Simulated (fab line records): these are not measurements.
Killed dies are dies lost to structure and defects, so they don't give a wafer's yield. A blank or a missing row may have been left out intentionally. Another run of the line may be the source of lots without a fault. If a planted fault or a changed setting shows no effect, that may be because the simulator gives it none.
Chamber matching	flow n5-finfet	N5_MOL_CONTACT_COAG_CMP_28 on cmp-04 has 4 sister chambers
The step polishes, stops on SiNx, t overpolish 0.85 s, target thk 14.522 nm. 8 wafers are shown with their chamber, then 11 later ones without.

## WAFERS, EACH WITH ITS CHAMBER
wafer	chamber	motor-current-A (A)	edge-zone-pressure-frac
L089.3	0	11.3	1.002
L091.2	0	11.8	1.009
L091.5	3	13.0	0.998
L091.6	2	13.7	0.998
L092.1	2	13.0	1.002
L092.4	1	12.4	0.996
L092.6	1	12.0	1.000
L093.3	3	13.4	1.001

## WAFERS WHOSE CHAMBER IS MISSING
wafer	motor-current-A (A)	edge-zone-pressure-frac
L093.4	11.4	1.006
L093.6	12.5	1.002
L094.1	12.3	1.000
L094.2	11.6	0.993
L094.6	12.9	1.002
L095.1	11.7	1.007
L095.2	12.1	0.995
L095.4	11.7	1.007
L097.1	12.3	1.000
L097.2	13.4	1.001
L097.5	13.3	0.997

## THE CHAMBER EACH PASSED THROUGH
wafer	from the rows above	in truth
L093.4	0	0
L093.6	can't be placed: 1 or 3 or 2 or 0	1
L094.1	can't be placed: 1 or 3 or 0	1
L094.2	can't be placed: 1 or 0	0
L094.6	can't be placed: 3 or 2 or 1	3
L095.1	0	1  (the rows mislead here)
L095.2	1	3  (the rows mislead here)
L095.4	0	0
L097.1	can't be placed: 1 or 3 or 0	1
L097.2	can't be placed: 2 or 3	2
L097.5	can't be placed: 3 or 2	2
Correct placement for 2 of the 11. From these rows, 7 cannot be placed; in 7 the true chamber is one of the candidates. 2 placed wrongly.
How it was worked out, from the rows above alone: a wafer's distance from a chamber is the root of the sum, over the readings, of the square of ((its reading less the chamber's mean) divided by the reading's scatter). The wafer belongs to the nearest chamber; if the next one is less than 2 further off, it can't be placed. A chamber's mean is the mean of its shown wafers. The scatter is the square root of a quotient: the sum, over the shown wafers, of each reading's squared deviation from its chamber's mean, divided by wafers minus chambers.
